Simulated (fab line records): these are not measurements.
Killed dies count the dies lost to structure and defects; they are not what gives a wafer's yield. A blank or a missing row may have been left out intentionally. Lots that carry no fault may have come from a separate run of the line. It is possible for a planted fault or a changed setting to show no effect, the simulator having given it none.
Problem report in the 8D (eight disciplines) form, filled by code	flow nand-harc	the parts of the form that need people (team, actions taken, sign-off) are left out

== 1. THE PROBLEM ==
At NHARC_END_SORT_01, killed-at-array averages 562 over 3 wafers from 3 lots, while fault-free wafers read 55, standard deviation 19. That is +27 standard deviations from the usual mean.
Seen first at day 29 05:47 on prober-01, wafer L853.5. The record has a number at this step for 6 wafers belonging to 3 lots. By rule, "out" or "out of limits" means more than 4 standard deviations away from the usual mean. Any other wafer with a number is counted as sound.

== 2. WHAT IT IS, AND WHAT IT ISN'T ==
question	is	is not
which readings at this step	killed-at-array, killed-dies	killed-at-periphery, killed-short
which lots	L852, L853, L855	-
which wafers of those lots	L852.5, L853.5, L855.1	L852.3, L853.2, L855.3
read on which gauges	prober-01, prober-02	-
when	from day 29 05:47	up to then (1 sound wafer); but 2 sound wafers of L852, L855 came after

== 3. THE SUSPECTS, EACH WITH WHAT RULES IT OUT ==
Counting: any tool at a process step up to the reading remains a suspect provided it ran every lot that is out. Sound lots after the first of them don't rule it out here, since some wafers of a struck lot are sound.
- the gauge at NHARC_END_SORT_01: ruled out. The wafers that are out were read on 2 gauges (prober-01, prober-02).
- pecvd-03 at NHARC_A_CONTACT_DEP_29 (deposits SiON, target thk 100 nm): kept. It ran every lot that is out, first L853 (day 26 00:41).
Left after counting: pecvd-03 at NHARC_A_CONTACT_DEP_29.

== 4. THE CAUSE (what the simulator had put in) ==
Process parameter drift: pecvd-03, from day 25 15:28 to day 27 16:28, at NHARC_A_CONTACT_DEP_29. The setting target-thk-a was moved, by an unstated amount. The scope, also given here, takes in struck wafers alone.
This tool alone remained once counting was done.

== 5. SEQUENCE OF EFFECTS, ordered by route ==
Each row: a reading whose mean over the struck wafers that have a number lies more than 3 standard deviations from the usual. Only readings whose record carries a usual standard deviation are examined. hours: median over the lots of the time between each lot's start at the first step of this table that gives one and its start at this step. sigmas: the change, counted in usual standard deviations.
hours	step	reading	usual	on struck wafers	change	sigmas
0	NHARC_END_SORT_01	killed-at-array	55	562	+507	+27
0	NHARC_END_SORT_01	killed-dies	60	567	+507	+25

== 6. HOW IT WOULD HAVE BEEN CAUGHT EARLIER ==
Counted from the fault's start at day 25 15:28, it took 86 hours until the first out-of-limits reading at a measuring or inspecting step in this record, taken at day 29 05:47.
Of the tool readings at NHARC_A_CONTACT_DEP_29 for which the record gives a usual standard deviation, none was out on any struck wafer, so an alarm limit of 4 standard deviations on them would not have fired.
By day 29 05:47 the whole set of lots that are out, 3 in number, had already begun NHARC_A_CONTACT_DEP_29 on pecvd-03. Had the tool been put on hold then, not one of them would have been saved.
